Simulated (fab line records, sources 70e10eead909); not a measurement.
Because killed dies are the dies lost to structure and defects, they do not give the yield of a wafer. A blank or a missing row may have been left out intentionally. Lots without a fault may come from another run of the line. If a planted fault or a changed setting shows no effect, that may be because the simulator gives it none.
A struck lot beside a sound one :: flow nandHarc :: 40 out of 1302 route steps
Sound: wafers L769.2, L769.3, L769.5. The struck wafers were L777.1, L777.2, L777.3. At the end, the cause is stated.
Order at every step that has rows: each side's tool, ch and its chambers, its first start. Under that, the readings that differ: sound wafers :: struck wafers :: difference of the means :: sigmas: that difference in standard deviations of wafers without a fault.
alike: words and numbers the same on both sides, and readings whose means are apart by under 2 such deviations; not compared: readings that were withheld, readings missing a value for some wafer, numbers with overlapping values and no deviation given by the record, and bounds like >300 which may hide the same value.
A row with sigmas, a row that says differs or no value, or rows on one side alone: a step with any of these is where the two part. Numbers that have no deviation but don't overlap get no sigmas and don't part them. A reading that every wafer of one side lacks parts them only if that side has two wafers or more.

first, 6 steps without rows for these wafers: NHARC_A_SGD_CUT_STRIP_17 (strips in O2); NHARC_A_SGD_CUT_PRECLEAN_18 (cleans in SC1); NHARC_A_SGD_CUT_SRD_19; NHARC_A_SGD_CUT_DEP_20 (deposits SiO2, target thk 150 nm); NHARC_A_SGD_CUT_ANNEAL_27 (time 1800 s); NHARC_A_SGD_CUT_CMP_21 (polishes, target thk 148.19 nm).
NHARC_A_SGD_CUT_THK_MEAS_22: measures by ellipsometry.
  sound: filmMetro-02 at day 20 18:17; struck: filmMetro-02 at day 24 05:46
  alike: thkNm
then, 3 steps without rows for these wafers: NHARC_A_SGD_CUT_SRD_23; NHARC_A_SGD_CUT_ETCH_26 (etches SiO2 in dHF, target depth 45.8 nm); NHARC_A_SGD_CUT_ETCHBACK_24 (etches the open film in CH3F/O2, target depth 50 nm, time 92.857 s).
NHARC_A_SGD_CUT_STRIP_28: strips in O2, time 20 s.
  sound on rieDiel-01 ch 1,3; struck on rieDiel-07 ch 0,1,3, day 24 06:11
  alike: chamberPressureMTorr, drypumpMotorCurrentA, oesProductAu, rfVppV, showerheadPlenumPTorr, throttleValvePct
  not compared: rfHoursCounterH
NHARC_A_SGD_CUT_INSPECT_25:
  sound: defectInspect-02 at day 20 18:45; struck: defectInspect-01 at day 24 06:18
  alike: rawDefectCount
NHARC_A_SLIT_DEP_25: deposits SiO2, target thk 200 nm.
  sound on pecvd-03 ch 0,1,2, day 20 18:49; struck on pecvd-01 ch 0,1,2, day 24 06:28
  alike: heaterPowerW, throttleValvePct
then, 10 steps without rows for these wafers: NHARC_A_SLIT_DEP_00 (deposits aC, target thk 6200 nm); NHARC_A_SLIT_DEP_23 (deposits SiON, target thk 100 nm); NHARC_A_SLIT_DEHYDRATE_01 (time 120 s); NHARC_A_SLIT_HMDS_02 (time 30 s); NHARC_A_SLIT_COAT_03 (resist thk 90 nm); NHARC_A_SLIT_SOFTBAKE_04 (time 55 s); NHARC_A_SLIT_EBR_05; NHARC_A_SLIT_EXPOSE_06 (exposes mask SLIT); NHARC_A_SLIT_PEB_07 (peb time 65 s); NHARC_A_SLIT_DEVELOP_08 (develop time 35 s).
NHARC_A_SLIT_CD_MEAS_09: target cd 300 nm.
  sound on cdSem-01 ch 0, day 20 23:37; struck on cdSem-01 ch 0, day 24 14:58
  alike: cdNm
NHARC_A_SLIT_OVL_MEAS_10:
  sound: overlay-01 at day 20 23:42; struck: overlay-01 at day 24 15:03
  alike: overlayXNm, overlayYNm
then, 1 step without rows for these wafers: NHARC_A_SLIT_DESCUM_14 (chemistry O2, time 3 s).
NHARC_A_SLIT_ETCH_24: etches the open film in CF4/CHF3, target depth 121 nm, time 60.5 s.
  sound on rieDiel-09 ch 1,3, day 20 23:53; struck on rieDiel-09 ch 1,2,3, day 24 15:14
  alike: chamberPressureMTorr, drypumpMotorCurrentA, oesProductAu, rfVppV, showerheadPlenumPTorr, throttleValvePct
  not compared: rfHoursCounterH
NHARC_A_SLIT_ETCH_15: etches the open film in O2/COS, target depth 6200 nm, time 1612 s.
  sound: rieDiel-09 ch 0,2; struck: rieDiel-09 ch 0,2,3
  alike: chamberPressureMTorr, cosFlowSccm, drypumpMotorCurrentA, oesProductAu, rfVppV, showerheadPlenumPTorr, throttleValvePct
  not compared: rfHoursCounterH
NHARC_A_SLIT_ETCH_17: etches the open film in C4F8/O2/Ar, time 4254.5 s, target depth 20300 nm.
  sound on harEtch-02 ch 0,1, day 21 01:02; struck on harEtch-01 ch 0,1, day 24 16:23
reading: showerheadPlenumPTorr (Torr)
sound: 3.91 3.91 3.91
struck: 3.62 3.48 3.48
difference: -0.38
sigmas: -2
  alike: c4f8FlowSccm, chamberPressureMTorr, drypumpMotorCurrentA, throttleValvePct
  not compared: rfHoursCounterH
NHARC_A_SLIT_ETCH_26: etches the open film in C4F8/O2/Ar, time 90 s, target depth 400 nm.
  sound on harEtch-02 ch 0,1, day 21 04:37; struck on harEtch-01 ch 0,1, day 24 20:02
reading: showerheadPlenumPTorr (Torr)
sound: 3.95 3.95 3.95
struck: 3.65 3.51 3.51
difference: -0.39
sigmas: -2
  alike: biasV, c4f8FlowSccm, chamberPressureMTorr, drypumpMotorCurrentA, throttleValvePct
  not compared: rfHoursCounterH
then, 5 steps without rows for these wafers: NHARC_A_SLIT_STRIP_28 (strips in O2/COS); NHARC_A_SLIT_ETCH_29 (etches the open film in CF4/O2, target depth 100 nm, overetch 10 nm, time 55 s); NHARC_A_SLIT_STRIP_18 (strips in O2); NHARC_A_SLIT_PRECLEAN_19 (cleans in SC1); NHARC_A_SLIT_SRD_20.
NHARC_A_SLIT_CD_MEAS_21:
  sound: cdSem-02 at day 21 06:02; struck: cdSem-01 at day 24 21:28
reading: cdNm (nm)
sound: 290.1 290.3 290.6
struck: 288.2 288.6 288.1
difference: -2.0
sigmas: -2
then, 3 steps without rows for these wafers: NHARC_A_SIN_REMOVE_WET_00 (chemistry H3PO4, time 15300 s); NHARC_A_SIN_REMOVE_PRECLEAN_01 (cleans in SC1); NHARC_A_SIN_REMOVE_SRD_02.
-- jump in the record: it breaks off in module A_SIN_REMOVE and resumes in module END (first step shown: number 1302 of the route), and 4 days separate the struck wafers' starts before and after --
NHARC_END_SORT_01:
  the record has rows for the struck wafers here (prober-02 ch 0, day 29 08:04) and none for the sound ones

WHERE THEY PART
Earliest at NHARC_A_SLIT_ETCH_17; latest, in this record, at NHARC_END_SORT_01.

WHY: what had been put in by the simulator
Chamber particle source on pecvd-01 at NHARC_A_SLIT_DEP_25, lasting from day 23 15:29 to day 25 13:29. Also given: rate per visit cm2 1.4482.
